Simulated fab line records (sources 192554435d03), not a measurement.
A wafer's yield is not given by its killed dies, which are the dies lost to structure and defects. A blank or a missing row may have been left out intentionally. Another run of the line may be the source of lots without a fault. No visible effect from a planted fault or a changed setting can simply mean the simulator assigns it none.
fab line records | flow n5_finfet | part 1 of 2: steps 1 to 4 of 6
record lots=23 | wafers=69 | last_day=18
route steps=1938 shown MOL_CONTACT_COAG@538
lots that met no fault: taken from a fault-free run of the same line
start_h: start of the lot's first displayed wafer, in hours after the record's first day | wait_h: how many hours have passed since the lot's step before this one | " as in the row above | L1.1+2: a single row standing in for several wafers | - no value present, or no start provided | * or withheld: withheld | < > ~ a bound
route shown NAME@n: a module of which the file shows steps, and the number in the route of the first | usual: mean and standard deviation over wafers with no fault | same: alike in all rows | chamber/n: place in a boat | sites: per-site readings | _std_site: their standard deviation | _edge_site: inner sites' mean taken away from outer sites' mean | radius_mm: how far each site lies from the wafer's centre | mask NAME#n: copy n | behind: the most recent tool/chamber to have shaped the wafer | hold: what put the lot on hold/how long, in hours/how the hold closed | device: the n, p or np transistor that did not switch | end of line: the same wafers' tests at the end of the route | a step without rows: its recipe alone | killed: at the first sort, the dies lost to defects and structure; wafer yield is something else | map: the dies of a wafer, with x for killed, . for not killed, _ for no die there
set.NAME: the setting as run; set.NAME@STEP: as run at that earlier step | model.NAME: the simulator's own value behind a step, which no gauge read
a sample of lots followed through the steps of the route, with each step as a table and each wafer as a row
services: a tool's chamber out of use, with start hour (start_h, from the record's first day; less than 0 if before it), hours out, and reason
## steps
# step N5_MOL_CONTACT_COAG_ETCH_110
# recipe chemistry=CF4/O2 | target=Si | target_depth_a=25 | time_s=8 | pressure_mtorr=100 | source_w=200 | bias_w=12 | ion_energy_ev=60 | Ar_flow_sccm=100 | cf4_flow_sccm=100 | O2_flow_sccm=10
# usual drypump_motor_current_A=5.6/0.51 | oes_product_au=0.81/0.11 | rf_vpp_V=126.2/3 | showerhead_plenum_p_Torr=2.20/0.07 | throttle_valve_pct=10.69/0.27
lot.wafer | tool        | chamber | start_h | wait_h | drypump_motor_current_A | oes_product_au | rf_hours_counter_h | rf_vpp_V | showerhead_plenum_p_Torr | throttle_valve_pct
L074.2    | rie_diel-06 | 0       | 88.41   | 0.0    | 5.5                     | 0.71           | 229                | 120.4    | 2.11                     | 11.05
L074.3    | "           | 3       | "       | "      | 5.3                     | 0.69           | 238                | 124.0    | 2.20                     | 10.87
L074.5    | "           | 0       | "       | "      | 5.5                     | 0.70           | -                  | 121.0    | 2.11                     | 11.04
L075.1    | rie_diel-06 | 0       | 95.30   | 0.0    | 5.6                     | 0.71           | 231                | 120.5    | 2.11                     | 11.05
L075.5    | "           | 1       | "       | "      | 4.9                     | 0.83           | -                  | 130.4    | 2.25                     | 10.46
L075.6    | "           | 0       | "       | "      | 5.5                     | 0.70           | -                  | 121.8    | 2.10                     | 11.05
L076.1    | rie_diel-06 | 2       | 101.83  | 0.0    | 5.5                     | 0.89           | 29                 | 128.7    | 2.26                     | 10.74
L076.3    | "           | 0       | "       | "      | 5.5                     | 0.69           | 234                | 120.2    | 2.10                     | 11.04
L076.5    | "           | 1       | "       | "      | 4.9                     | 0.84           | -                  | 131.4    | 2.25                     | 10.47
L077.2    | rie_diel-06 | 1       | 106.94  | 0.0    | 4.9                     | 0.83           | 91                 | 132.6    | 2.25                     | 10.47
L077.5    | "           | 2       | "       | "      | 5.5                     | 0.89           | -                  | 126.8    | 2.25                     | 10.74
L077.6    | "           | 3       | "       | "      | 5.3                     | 0.69           | -                  | 126.8    | 2.19                     | 10.87
L078.3    | rie_diel-06 | 2       | 117.15  | 0.0    | 5.5                     | 0.89           | 37                 | 125.7    | 2.25                     | 10.76
L078.5    | "           | 2       | "       | "      | 5.5                     | 0.89           | -                  | 127.0    | 2.25                     | 10.76
L078.6    | "           | 1       | "       | "      | 4.9                     | 0.83           | -                  | 131.3    | 2.25                     | 10.51
L079.2    | rie_diel-01 | 3       | 118.29  | 0.0    | 6.1                     | 0.67           | 250                | 124.8    | 2.20                     | 11.29
L079.5    | "           | 3       | "       | "      | 6.1                     | 0.69           | -                  | 127.1    | 2.20                     | 11.28
L079.6    | "           | 0       | "       | "      | 6.0                     | 0.79           | -                  | 126.1    | 2.25                     | 10.65
L080.2    | rie_diel-02 | 1       | 130.24  | 0.0    | 5.4                     | 0.67           | 216                | 129.3    | 2.13                     | 10.97
L080.3    | "           | 2       | "       | "      | 5.4                     | 0.68           | 247                | 126.0    | 2.11                     | 11.14
L080.6    | "           | 2       | "       | "      | 5.4                     | 0.68           | -                  | 125.6    | 2.11                     | 11.14
L081.1    | rie_diel-06 | 1       | 132.80  | 0.1    | 4.9                     | 0.81           | 105                | 130.2    | 2.25                     | 10.51
L081.4    | "           | 0       | "       | "      | 5.5                     | 0.68           | -                  | 120.0    | 2.10                     | 11.10
L081.6    | "           | 1       | "       | "      | 4.9                     | 0.81           | -                  | 130.1    | 2.25                     | 10.52
L082.1    | rie_diel-02 | 1       | 138.66  | 0.0    | 5.4                     | 0.66           | 219                | 127.3    | 2.12                     | 10.96
L082.2    | "           | 0       | "       | "      | 5.6                     | 0.74           | 169                | 125.3    | 2.13                     | 10.85
L082.5    | "           | 2       | "       | "      | 5.4                     | 0.68           | -                  | 126.3    | 2.11                     | 11.14
L083.2    | rie_diel-01 | 3       | 146.05  | 0.0    | 6.1                     | 0.97           | 3                  | 125.8    | 2.20                     | 10.55
L083.5    | "           | 3       | "       | "      | 6.1                     | 0.97           | -                  | 125.5    | 2.20                     | 10.58
L083.6    | "           | 2       | "       | "      | 5.1                     | 0.69           | -                  | 129.0    | 2.19                     | 10.89
L084.1    | rie_diel-06 | 2       | 153.58  | 0.0    | 5.5                     | 0.86           | 52                 | 126.9    | 2.25                     | 10.81
L084.5    | "           | 3       | "       | "      | 5.3                     | 0.95           | -                  | 125.1    | 2.19                     | 10.21
L084.6    | "           | 1       | "       | "      | 4.9                     | 0.80           | -                  | 130.8    | 2.24                     | 10.56
L085.2    | rie_diel-06 | 3       | 155.89  | 0.0    | 5.3                     | 0.95           | 10                 | 125.2    | 2.19                     | 10.23
L085.3    | "           | 2       | "       | "      | 5.5                     | 0.86           | 53                 | 125.7    | 2.25                     | 10.80
L085.5    | "           | 3       | "       | "      | 5.3                     | 0.95           | -                  | 125.2    | 2.19                     | 10.22
L086.1    | rie_diel-06 | 0       | 163.74  | 0.0    | 5.5                     | 1.01           | 1                  | 122.1    | 2.36                     | 10.37
L086.5    | "           | 0       | "       | "      | 5.5                     | 1.01           | -                  | 121.3    | 2.36                     | 10.36
L086.6    | "           | 1       | "       | "      | 4.9                     | 0.80           | -                  | 131.5    | 2.24                     | 10.55
L087.2    | rie_diel-06 | 2       | 173.70  | 0.0    | 5.5                     | 0.85           | 58                 | 127.1    | 2.24                     | 10.81
L087.3    | "           | 1       | "       | "      | 4.9                     | 0.80           | 121                | 130.8    | 2.24                     | 10.57
L087.5    | "           | 0       | "       | "      | 5.6                     | 0.99           | -                  | 121.2    | 2.36                     | 10.39
L088.1    | rie_diel-06 | 0       | 175.67  | 0.0    | 5.5                     | 0.99           | 4                  | 120.6    | 2.36                     | 10.38
L088.3    | "           | 3       | "       | "      | 5.3                     | 0.94           | 15                 | 125.0    | 2.19                     | 10.25
L088.5    | "           | 3       | "       | "      | 5.3                     | 0.95           | -                  | 125.2    | 2.19                     | 10.23
L089.1    | rie_diel-01 | 0       | 181.04  | 0.0    | 6.0                     | 0.77           | 125                | 124.6    | 2.24                     | 10.74
L089.2    | "           | 3       | "       | "      | 6.1                     | 0.92           | 18                 | 127.1    | 2.20                     | 10.59
L089.5    | "           | 3       | "       | "      | 6.0                     | 0.91           | -                  | 126.3    | 2.20                     | 10.60
L090.1    | rie_diel-02 | 3       | 192.05  | 0.0    | 6.5                     | 0.69           | 213                | 124.2    | 2.12                     | 10.74
L090.3    | "           | 1       | "       | "      | 5.4                     | 0.65           | 241                | 127.8    | 2.12                     | 11.04
L090.4    | "           | 0       | "       | "      | 5.6                     | 0.72           | 191                | 122.9    | 2.12                     | 10.92
L092.1    | rie_diel-02 | 3       | 202.85  | 0.0    | 6.6                     | 0.69           | 216                | 126.1    | 2.12                     | 10.75
L092.2    | "           | 2       | "       | "      | 5.4                     | 0.94           | 15                 | 128.4    | 2.36                     | 10.45
L092.3    | "           | 1       | "       | "      | 5.4                     | 0.65           | 244                | 127.3    | 2.12                     | 11.04
L093.1    | rie_diel-02 | 0       | 206.49  | 0.0    | 5.6                     | 0.73           | 195                | 122.2    | 2.12                     | 10.94
L093.4    | "           | 1       | "       | "      | 5.4                     | 0.65           | 245                | 127.9    | 2.12                     | 11.05
L093.5    | "           | 1       | "       | "      | 5.4                     | 0.65           | -                  | 128.3    | 2.12                     | 11.06
L094.2    | rie_diel-01 | 0       | 211.26  | 0.0    | 6.0                     | 0.75           | 134                | 123.8    | 2.23                     | 10.75
L094.4    | "           | 2       | "       | "      | 5.1                     | 0.97           | 10                 | 128.2    | 2.19                     | 10.18
L094.5    | "           | 1       | "       | "      | 6.7                     | 0.94           | -                  | 125.8    | 2.18                     | 10.58
L095.2    | rie_diel-01 | 1       | 218.92  | 0.0    | 6.7                     | 0.93           | 20                 | 125.5    | 2.18                     | 10.59
L095.3    | "           | 0       | "       | "      | 6.0                     | 0.75           | 136                | 124.0    | 2.23                     | 10.79
L095.4    | "           | 2       | "       | "      | 5.1                     | 0.96           | 13                 | 128.7    | 2.18                     | 10.21
L096.2    | rie_diel-02 | 3       | 224.80  | 0.0    | 6.6                     | 0.68           | 225                | 124.2    | 2.12                     | 10.78
L096.3    | "           | 0       | "       | "      | 5.6                     | 0.71           | 202                | 121.6    | 2.11                     | 10.96
L096.6    | "           | 2       | "       | "      | 5.4                     | 0.92           | -                  | 129.7    | 2.36                     | 10.51
L097.1    | rie_diel-01 | 3       | 229.80  | 0.0    | 6.1                     | 0.89           | 33                 | 126.3    | 2.19                     | 10.65
L097.5    | "           | 2       | "       | "      | 5.1                     | 0.95           | -                  | 128.7    | 2.18                     | 10.22
L097.6    | "           | 3       | "       | "      | 6.1                     | 0.89           | -                  | 125.4    | 2.19                     | 10.67
# step N5_MOL_CONTACT_COAG_DESCUM_88
# recipe chemistry=O2 | time_s=7 | source_power_w=50 | bias_power_w=20 | pressure_mtorr=20 | rf_frequency_hz=2.712e+07 | temp_c=40 | resist=CAR-EUV | o2_flow_sccm=225
# usual drypump_motor_current_A=5.7/0.54 | oes_product_au=0.79/0.11 | rf_vpp_V=242.7/1.5 | showerhead_plenum_p_Torr=2.07/0.08 | throttle_valve_pct=20.38/0.24
lot.wafer | tool        | chamber | start_h | wait_h | drypump_motor_current_A | oes_product_au | rf_hours_counter_h | rf_vpp_V | showerhead_plenum_p_Torr | throttle_valve_pct
L074.2    | rie_diel-06 | 2       | 96.77   | 0.0    | 5.5                     | 0.91           | 27                 | 244.7    | 2.13                     | 20.64
L074.3    | "           | 1       | "       | "      | 4.9                     | 0.84           | 86                 | 242.6    | 2.12                     | 20.16
L074.5    | "           | 3       | "       | "      | 5.3                     | 0.69           | -                  | 242.7    | 2.07                     | 20.33
L075.1    | rie_diel-06 | 1       | 103.73  | 0.8    | 4.9                     | 0.83           | 89                 | 243.1    | 2.12                     | 20.15
L075.5    | "           | 0       | "       | "      | 5.5                     | 0.71           | -                  | 241.7    | 1.99                     | 20.74
L075.6    | "           | 3       | "       | "      | 5.3                     | 0.69           | -                  | 241.8    | 2.07                     | 20.33
L076.1    | rie_diel-01 | 0       | 110.11  | 0.1    | 6.0                     | 0.81           | 90                 | 244.9    | 2.10                     | 20.22
L076.3    | "           | 3       | "       | "      | 6.1                     | 0.68           | 246                | 243.2    | 2.08                     | 20.89
L076.5    | "           | 0       | "       | "      | 6.0                     | 0.81           | -                  | 242.0    | 2.10                     | 20.22
L077.2    | rie_diel-01 | 1       | 116.23  | 0.7    | 6.7                     | 0.70           | 237                | 241.7    | 2.06                     | 20.84
L077.5    | "           | 1       | "       | "      | 6.7                     | 0.70           | -                  | 240.7    | 2.06                     | 20.81
L077.6    | "           | 2       | "       | "      | 5.2                     | 0.70           | -                  | 241.5    | 2.07                     | 20.40
L078.3    | rie_diel-02 | 1       | 125.93  | 0.8    | 5.4                     | 0.68           | 214                | 242.0    | 1.98                     | 20.42
L078.5    | "           | 0       | "       | "      | 5.6                     | 0.74           | -                  | 241.5    | 2.00                     | 20.48
L078.6    | "           | 3       | "       | "      | 6.5                     | 0.69           | -                  | 242.4    | 1.97                     | 20.03
L079.2    | rie_diel-01 | 0       | 126.64  | 0.8    | 6.0                     | 0.79           | 100                | 243.4    | 2.09                     | 20.24
L079.5    | "           | 2       | "       | "      | 5.2                     | 0.70           | -                  | 244.0    | 2.07                     | 20.41
L079.6    | "           | 0       | "       | "      | 6.0                     | 0.79           | -                  | 243.9    | 2.09                     | 20.24
L080.2    | rie_diel-01 | 0       | 140.89  | 0.5    | 6.0                     | 0.79           | 107                | 244.7    | 2.09                     | 20.25
L080.3    | "           | 1       | "       | "      | 6.7                     | 0.68           | 250                | 242.2    | 2.05                     | 20.85
L080.6    | "           | 1       | "       | "      | 6.7                     | 0.68           | -                  | 242.1    | 2.05                     | 20.85
L081.1    | rie_diel-01 | 3       | 143.56  | 0.0    | 6.1                     | 0.98           | 1                  | 241.2    | 2.08                     | 20.50
L081.4    | "           | 2       | "       | "      | 5.1                     | 0.69           | -                  | 242.5    | 2.06                     | 20.43
L081.6    | "           | 3       | "       | "      | 6.1                     | 0.98           | -                  | 243.7    | 2.08                     | 20.51
L082.1    | rie_diel-06 | 2       | 148.13  | 0.0    | 5.5                     | 0.86           | 50                 | 243.0    | 2.13                     | 20.65
L082.2    | "           | 1       | "       | "      | 4.9                     | 0.82           | 113                | 243.9    | 2.11                     | 20.16
L082.5    | "           | 1       | "       | "      | 4.9                     | 0.81           | -                  | 243.3    | 2.11                     | 20.19
L083.2    | rie_diel-02 | 0       | 155.83  | 0.3    | 5.6                     | 0.73           | 179                | 239.9    | 2.00                     | 20.51
L083.5    | "           | 0       | "       | "      | 5.6                     | 0.73           | -                  | 241.8    | 2.00                     | 20.49
L083.6    | "           | 1       | "       | "      | 5.4                     | 0.68           | -                  | 240.6    | 1.97                     | 20.45
L084.1    | rie_diel-06 | 3       | 165.44  | 0.0    | 5.3                     | 0.95           | 12                 | 241.6    | 2.06                     | 20.04
L084.5    | "           | 1       | "       | "      | 4.9                     | 0.82           | -                  | 243.7    | 2.11                     | 20.20
L084.6    | "           | 2       | "       | "      | 5.5                     | 0.86           | -                  | 242.7    | 2.12                     | 20.67
L085.2    | rie_diel-02 | 2       | 169.07  | 1.1    | 5.4                     | 0.98           | 4                  | 245.5    | 2.24                     | 20.30
L085.3    | "           | 1       | "       | "      | 5.3                     | 0.67           | 234                | 240.8    | 1.97                     | 20.46
L085.5    | "           | 3       | "       | "      | 6.5                     | 0.69           | -                  | 242.2    | 1.96                     | 20.04
L086.1    | rie_diel-02 | 3       | 176.16  | 0.0    | 6.6                     | 0.69           | 208                | 240.9    | 1.96                     | 20.04
L086.5    | "           | 1       | "       | "      | 5.4                     | 0.67           | -                  | 240.8    | 1.97                     | 20.45
L086.6    | "           | 0       | "       | "      | 5.6                     | 0.71           | -                  | 243.3    | 2.00                     | 20.52
L087.2    | rie_diel-06 | 0       | 185.85  | 0.0    | 5.5                     | 0.98           | 7                  | 243.5    | 2.24                     | 20.29
L087.3    | "           | 3       | "       | "      | 5.3                     | 0.92           | 18                 | 242.2    | 2.06                     | 20.05
L087.5    | "           | 0       | "       | "      | 5.5                     | 0.99           | -                  | 245.9    | 2.24                     | 20.32
L088.1    | rie_diel-06 | 2       | 188.49  | 0.0    | 5.5                     | 0.86           | 63                 | 243.5    | 2.12                     | 20.68
L088.3    | "           | 0       | "       | "      | 5.6                     | 0.97           | 8                  | 245.2    | 2.24                     | 20.31
L088.5    | "           | 2       | "       | "      | 5.5                     | 0.86           | -                  | 242.9    | 2.12                     | 20.68
L089.1    | rie_diel-01 | 2       | 192.01  | 0.0    | 5.1                     | 0.98           | 4                  | 242.9    | 2.06                     | 19.93
L089.2    | "           | 1       | "       | "      | 6.7                     | 0.94           | 10                 | 242.3    | 2.05                     | 20.44
L089.5    | "           | 2       | "       | "      | 5.1                     | 0.99           | -                  | 241.1    | 2.06                     | 19.92
L090.1    | rie_diel-02 | 3       | 204.05  | 0.0    | 6.5                     | 0.68           | 217                | 240.2    | 1.96                     | 20.04
L090.3    | "           | 2       | "       | "      | 5.4                     | 0.95           | 15                 | 244.9    | 2.24                     | 20.33
L090.4    | "           | 0       | "       | "      | 5.6                     | 0.72           | 194                | 240.9    | 1.99                     | 20.50
L092.1    | rie_diel-02 | 3       | 211.58  | 0.0    | 6.6                     | 0.67           | 220                | 240.7    | 1.96                     | 20.05
L092.2    | "           | 1       | "       | "      | 5.4                     | 0.66           | 246                | 241.0    | 1.97                     | 20.48
L092.3    | "           | 2       | "       | "      | 5.4                     | 0.93           | 18                 | 246.5    | 2.23                     | 20.34
L093.1    | rie_diel-02 | 3       | 217.42  | 0.5    | 6.5                     | 0.67           | 223                | 240.4    | 1.96                     | 20.06
L093.4    | "           | 0       | "       | "      | 5.6                     | 0.71           | 200                | 241.6    | 1.99                     | 20.53
L093.5    | "           | 3       | "       | "      | 6.5                     | 0.67           | -                  | 241.3    | 1.96                     | 20.07
L094.2    | rie_diel-01 | 1       | 220.69  | 0.0    | 6.7                     | 0.93           | 20                 | 242.9    | 2.05                     | 20.46
L094.4    | "           | 2       | "       | "      | 5.1                     | 0.96           | 14                 | 244.0    | 2.06                     | 19.93
L094.5    | "           | 2       | "       | "      | 5.1                     | 0.95           | -                  | 241.8    | 2.06                     | 19.93
L095.2    | rie_diel-02 | 0       | 227.61  | 0.0    | 5.6                     | 0.71           | 203                | 242.6    | 1.99                     | 20.53
L095.3    | "           | 3       | "       | "      | 6.5                     | 0.68           | 226                | 240.8    | 1.96                     | 20.09
L095.4    | "           | 3       | "       | "      | 6.5                     | 0.67           | -                  | 240.5    | 1.96                     | 20.06
L096.2    | rie_diel-02 | 2       | 238.02  | 0.0    | 5.4                     | 0.91           | 29                 | 245.5    | 2.23                     | 20.36
L096.3    | "           | 3       | "       | "      | 6.6                     | 0.67           | 231                | 241.2    | 1.96                     | 20.08
L096.6    | "           | 3       | "       | "      | 6.5                     | 0.67           | -                  | 241.5    | 1.96                     | 20.08
L097.1    | rie_diel-01 | 0       | 243.54  | 0.0    | 6.0                     | 0.76           | 142                | 242.6    | 2.08                     | 20.32
L097.5    | "           | 1       | "       | "      | 6.7                     | 0.91           | -                  | 245.2    | 2.04                     | 20.47
L097.6    | "           | 2       | "       | "      | 5.1                     | 0.93           | -                  | 243.1    | 2.05                     | 19.94
# step N5_MOL_CONTACT_COAG_STRIP_119
# recipe chemistry=N2/H2 | time_s=30 | power_w=1000 | temp_c=250 | pressure_mtorr=withheld | n2_flow_sccm=1750 | h2_flow_sccm=3250
# usual drypump_motor_current_A=5.9/0.56 | heater_power_w=346/38
lot.wafer | tool            | chamber | start_h | wait_h | drypump_motor_current_A | heater_power_w | rf_hours_counter_h
L074.2    | plasma_asher-02 | 0       | 97.59   | 0.1    | 5.8                     | 384            | 48
L074.3    | "               | 1       | "       | "      | 6.6                     | 326            | -
L074.5    | "               | 1       | "       | "      | 6.6                     | 317            | -
L075.1    | plasma_asher-02 | 1       | 104.65  | 0.1    | 6.7                     | 322            | 51
L075.5    | "               | 0       | "       | "      | 5.8                     | 381            | -
L075.6    | "               | 1       | "       | "      | 6.6                     | 324            | -
L076.1    | plasma_asher-01 | 1       | 110.77  | 0.1    | 5.0                     | 377            | 81
L076.3    | "               | 0       | "       | "      | 5.9                     | 289            | -
L076.5    | "               | 1       | "       | "      | 5.0                     | 374            | -
L077.2    | plasma_asher-02 | 0       | 116.89  | 0.1    | 5.7                     | 369            | 53
L077.5    | "               | 0       | "       | "      | 5.8                     | 375            | -
L077.6    | "               | 1       | "       | "      | 6.6                     | 328            | -
L078.3    | plasma_asher-01 | 0       | 126.63  | 0.1    | 5.9                     | 295            | -
L078.5    | "               | 1       | "       | "      | 5.0                     | 386            | -
L078.6    | "               | 0       | "       | "      | 5.9                     | 298            | -
L079.2    | plasma_asher-02 | 1       | 127.30  | 0.1    | 6.6                     | 318            | 55
L079.5    | "               | 0       | "       | "      | 5.8                     | 387            | -
L079.6    | "               | 1       | "       | "      | 6.6                     | 314            | -
L080.2    | plasma_asher-01 | 0       | 141.56  | 0.1    | 5.9                     | 295            | 87
L080.3    | "               | 0       | "       | "      | 5.9                     | 288            | -
L080.6    | "               | 1       | "       | "      | 5.0                     | 382            | -
L081.1    | plasma_asher-01 | 1       | 144.28  | 0.1    | 5.0                     | 382            | 88
L081.4    | "               | 0       | "       | "      | 5.9                     | 293            | -
L081.6    | "               | 0       | "       | "      | 5.9                     | 300            | -
L082.1    | plasma_asher-01 | 1       | 148.79  | 0.1    | 5.0                     | 375            | 89
L082.2    | "               | 0       | "       | "      | 5.9                     | 303            | 89
L082.5    | "               | 0       | "       | "      | 5.9                     | 289            | -
L083.2    | plasma_asher-01 | 0       | 156.58  | 0.1    | 5.9                     | 285            | 90
L083.5    | "               | 1       | "       | "      | 5.0                     | 386            | -
L083.6    | "               | 0       | "       | "      | 5.9                     | 297            | -
L084.1    | plasma_asher-01 | 0       | 167.05  | 0.1    | 5.9                     | 289            | 92
L084.5    | "               | 1       | "       | "      | 5.0                     | 381            | -
L084.6    | "               | 0       | "       | "      | 5.9                     | 291            | -
L085.2    | plasma_asher-01 | 1       | 169.74  | 0.1    | 5.0                     | 395            | 93
L085.3    | "               | 1       | "       | "      | 5.0                     | 382            | -
L085.5    | "               | 0       | "       | "      | 5.8                     | 294            | -
L086.1    | plasma_asher-02 | 1       | 176.82  | 0.1    | 6.6                     | 329            | 65
L086.5    | "               | 1       | "       | "      | 6.7                     | 328            | -
L086.6    | "               | 0       | "       | "      | 5.8                     | 390            | -
L087.2    | plasma_asher-01 | 0       | 187.53  | 0.1    | 5.9                     | 288            | 96
L087.3    | "               | 0       | "       | "      | 5.9                     | 291            | -
L087.5    | "               | 1       | "       | "      | 5.0                     | 384            | -
L088.1    | plasma_asher-02 | 1       | 189.51  | 0.1    | 6.6                     | 328            | 67
L088.3    | "               | 0       | "       | "      | 5.8                     | 379            | -
L088.5    | "               | 0       | "       | "      | 5.8                     | 380            | -
L089.1    | plasma_asher-02 | 0       | 192.67  | 0.1    | 5.8                     | 384            | 68
L089.2    | "               | 1       | "       | "      | 6.6                     | 316            | 68
L089.5    | "               | 1       | "       | "      | 6.6                     | 324            | -
L090.1    | plasma_asher-02 | 1       | 205.04  | 0.1    | 6.7                     | 317            | 71
L090.3    | "               | 1       | "       | "      | 6.6                     | 319            | -
L090.4    | "               | 0       | "       | "      | 5.8                     | 383            | -
L092.1    | plasma_asher-02 | 1       | 212.24  | 0.1    | 6.6                     | 325            | 73
L092.2    | "               | 0       | "       | "      | 5.8                     | 387            | 73
L092.3    | "               | 1       | "       | "      | 6.6                     | 318            | -
L093.1    | plasma_asher-02 | 1       | 218.63  | 0.5    | 6.6                     | 322            | 76
L093.4    | "               | 1       | "       | "      | 6.6                     | 323            | -
L093.5    | "               | 0       | "       | "      | 5.8                     | 379            | -
L094.2    | plasma_asher-02 | 0       | 221.41  | 0.1    | 5.8                     | 395            | 77
L094.4    | "               | 0       | "       | "      | 5.8                     | 390            | -
L094.5    | "               | 0       | "       | "      | 5.8                     | 375            | -
L095.2    | plasma_asher-02 | 1       | 228.27  | 0.1    | 6.6                     | 320            | 80
L095.3    | "               | 1       | "       | "      | 6.6                     | 324            | -
L095.4    | "               | 0       | "       | "      | 5.8                     | 375            | -
L096.2    | plasma_asher-01 | 1       | 238.94  | 0.1    | 5.0                     | 382            | 100
L096.3    | "               | 1       | "       | "      | 5.0                     | 389            | -
L096.6    | "               | 0       | "       | "      | 5.9                     | 297            | -
L097.1    | plasma_asher-02 | 0       | 244.22  | 0.1    | 5.8                     | 388            | 85
L097.5    | "               | 1       | "       | "      | 6.6                     | 322            | -
L097.6    | "               | 0       | "       | "      | 5.8                     | 383            | -
# step N5_MOL_CONTACT_COAG_OVL_MEAS_41
# recipe points_per_wafer=522
# usual VD_OVL=0.2/0.58
lot.wafer | tool       | chamber | start_h | wait_h | VD_OVL[nm]
L074.2    | overlay-01 | 0       | 98.31   | 0.0    | 0.0
L074.3    | "          | 0       | "       | "      | -0.7
L074.5    | "          | 0       | "       | "      | -0.4
L075.1    | overlay-01 | 0       | 109.77  | 0.0    | 0.7
L075.5    | "          | 0       | "       | "      | 0.2
L075.6    | "          | 0       | "       | "      | 0.2
L076.1    | overlay-01 | 0       | 111.27  | 0.0    | 0.2
L076.3    | "          | 0       | "       | "      | 0.0
L076.5    | "          | 0       | "       | "      | 1.1
L077.2    | overlay-02 | 0       | 117.52  | 0.0    | 0.2
L077.5    | "          | 0       | "       | "      | 0.6
L077.6    | "          | 0       | "       | "      | 0.4
L078.3    | overlay-02 | 0       | 127.15  | 0.0    | -0.6
L078.5    | "          | 0       | "       | "      | -0.4
L078.6    | "          | 0       | "       | "      | -0.2
L079.2    | overlay-01 | 0       | 127.80  | 0.0    | 0.7
L079.5    | "          | 0       | "       | "      | 1.3
L079.6    | "          | 0       | "       | "      | 0.6
L080.2    | overlay-02 | 0       | 142.19  | 0.0    | -0.3
L080.3    | "          | 0       | "       | "      | -0.2
L080.6    | "          | 0       | "       | "      | 0.0
L081.1    | overlay-02 | 0       | 144.90  | 0.0    | -0.1
L081.4    | "          | 0       | "       | "      | -0.7
L081.6    | "          | 0       | "       | "      | -0.7
L082.1    | overlay-01 | 0       | 149.29  | 0.0    | 0.5
L082.2    | "          | 0       | "       | "      | -0.1
L082.5    | "          | 0       | "       | "      | 1.0
L083.2    | overlay-01 | 0       | 157.08  | 0.0    | -0.6
L083.5    | "          | 0       | "       | "      | -0.7
L083.6    | "          | 0       | "       | "      | -0.5
L084.1    | overlay-02 | 0       | 167.71  | 0.0    | 0.1
L084.5    | "          | 0       | "       | "      | 0.0
L084.6    | "          | 0       | "       | "      | 1.1
L085.2    | overlay-02 | 0       | 170.36  | 0.0    | 0.3
L085.3    | "          | 0       | "       | "      | 0.3
L085.5    | "          | 0       | "       | "      | 0.0
L086.1    | overlay-01 | 0       | 177.31  | 0.0    | -0.7
L086.5    | "          | 0       | "       | "      | 0.4
L086.6    | "          | 0       | "       | "      | 0.0
L087.2    | overlay-02 | 0       | 188.16  | 0.0    | 1.1
L087.3    | "          | 0       | "       | "      | 1.6
L087.5    | "          | 0       | "       | "      | 1.3
L088.1    | overlay-02 | 0       | 190.01  | 0.0    | 0.1
L088.3    | "          | 0       | "       | "      | 0.4
L088.5    | "          | 0       | "       | "      | -0.8
L089.1    | overlay-02 | 0       | 193.29  | 0.0    | -0.1
L089.2    | "          | 0       | "       | "      | -0.2
L089.5    | "          | 0       | "       | "      | 0.3
L090.1    | overlay-02 | 0       | 205.53  | 0.0    | 0.2
L090.3    | "          | 0       | "       | "      | 0.0
L090.4    | "          | 0       | "       | "      | -0.1
L092.1    | overlay-01 | 0       | 212.86  | 0.0    | 0.0
L092.2    | "          | 0       | "       | "      | -0.4
L092.3    | "          | 0       | "       | "      | 0.6
L093.1    | overlay-02 | 0       | 219.12  | 0.0    | 0.8
L093.4    | "          | 0       | "       | "      | 0.0
L093.5    | "          | 0       | "       | "      | 0.3
L094.2    | overlay-02 | 0       | 221.91  | 0.0    | 1.1
L094.4    | "          | 0       | "       | "      | 0.4
L094.5    | "          | 0       | "       | "      | 0.4
L095.2    | overlay-02 | 0       | 228.89  | 0.0    | 1.1
L095.3    | "          | 0       | "       | "      | 1.4
L095.4    | "          | 0       | "       | "      | 1.4
L096.2    | overlay-01 | 0       | 239.45  | 0.0    | 0.0
L096.3    | "          | 0       | "       | "      | 0.1
L096.6    | "          | 0       | "       | "      | 0.3
L097.1    | overlay-01 | 0       | 244.72  | 0.0    | 0.1
L097.5    | "          | 0       | "       | "      | 0.7
L097.6    | "          | 0       | "       | "      | 0.0
